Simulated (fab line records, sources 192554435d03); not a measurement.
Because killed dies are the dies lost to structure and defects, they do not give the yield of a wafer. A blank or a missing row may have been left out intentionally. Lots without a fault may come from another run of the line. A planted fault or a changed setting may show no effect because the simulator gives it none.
3 desks looking at one fault / flow n5 finfet / each desk holds nothing but its own numbers, with what lay behind them at the end

## THE DEFECT DESK
Inspection counts along the route, by lot: the mean over sampled wafers that carry a number. Any lot whose mean is over 4 standard deviations away from the usual mean is out of limits and marked OUT; that distance is given in the brackets.
Columns: A = raw defect count at N5_BEOL_M11_INSPECT_30, usual 416
lot=L438; first seen here=day 11 02:43; A=454
lot=L439; first seen here=day 11 20:00; A=431
lot=L443; first seen here=day 12 13:49; A=607
lot=L456; first seen here=day 15 13:29; A=419
lot=L458; first seen here=day 16 06:19; A=440
lot=L457; first seen here=day 16 07:20; A=360
Result from this desk: across the 6 lots, nothing is out of limits.

## AT THE TOOL OWNER'S DESK: rie diel-03
The tool's own readings at N5_BEOL_M11_ETCH_41 (etches SiCN in CH3F/O2, target depth 42.6 nm, time 86 s): means of the sampled wafers that have a number, for each lot that ran on this tool. Any lot whose mean is over 4 standard deviations away from the usual mean is out of limits and marked OUT; that distance is given in the brackets.
Columns: A = O2_flow_sccm at N5_BEOL_M11_ETCH_41, usual 20.01 sccm; B = drypump motor current A at N5_BEOL_M11_ETCH_41, usual 5.8 A; C = oes product au at N5_BEOL_M11_ETCH_41, usual 0.79 a.u.; D = rf vpp V at N5_BEOL_M11_ETCH_41, usual 297.6 V; E = run length s at N5_BEOL_M11_ETCH_41, usual 109.5 s; F = showerhead plenum p Torr at N5_BEOL_M11_ETCH_41, usual 2.02 Torr; G = throttle valve pct at N5_BEOL_M11_ETCH_41, usual 16.29 %
lot=L439; first seen here=day 11 20:23; A=20.01; B=5.9; C=0.71; D=298.2; E=109.5; F=2.05; G=16.46
lot=L456; first seen here=day 15 14:14; A=20.04; B=5.6; C=0.70; D=296.5; E=115.6 (+15) OUT; F=1.98; G=16.45
lot=L457; first seen here=day 16 07:48; A=20.02; B=5.8; C=0.73; D=298.1; E=122.3 (+30) OUT; F=2.02; G=16.42
This desk finds L456, L457 out of limits, L456 being first, at day 15 14:14 (run length s at N5_BEOL_M11_ETCH_41). L439: within limits.

## METROLOGY DESK
What the gauges read, lot by lot, whatever tool the lot ran on: means of the sampled wafers that have a number. Any lot whose mean is over 4 standard deviations away from the usual mean is out of limits and marked OUT; that distance is given in the brackets.
Columns: A = cd nm at N5_BEOL_M11_CD_MEAS_28, usual 69.7 nm; B = V10_OVL at N5_BEOL_M11_OVL_MEAS_29, usual -0.1 nm
lot=L438; first seen here=day 11 02:40; A=69.0; B=-0.4
lot=L439; first seen here=day 11 19:56; A=69.6; B=-0.5
lot=L443; first seen here=day 12 13:46; A=69.6; B=0.5
lot=L456; first seen here=day 15 13:24; A=68.7; B=0.9
lot=L458; first seen here=day 16 06:16; A=70.5; B=-0.1
lot=L457; first seen here=day 16 07:17; A=70.1; B=-0.5
Result from this desk: across the 6 lots, nothing is out of limits.

## PUT TOGETHER
On L456, L457, at day 15 14:14, an alarm was possible from the tool owner's desk.
The defect desk saw nothing out of limits.
Metrology desk: nothing out of limits seen.
The defect desk has L456, L457 on record, within its limits.
The metrology desk holds a record of L456, L457, inside its limits.
N5_BEOL_M11_ETCH_41 was run on rie diel-03 by each of the lots named.

## WHAT THE SIMULATOR HAD INSERTED
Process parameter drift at N5_BEOL_M11_ETCH_41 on rie diel-03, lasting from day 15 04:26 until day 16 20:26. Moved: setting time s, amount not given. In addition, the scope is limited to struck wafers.
Lots struck among those shown: L456, L457.
How many hours passed from the start of the fault until each desk's first out-of-limits reading: the tool owner's desk, 10.
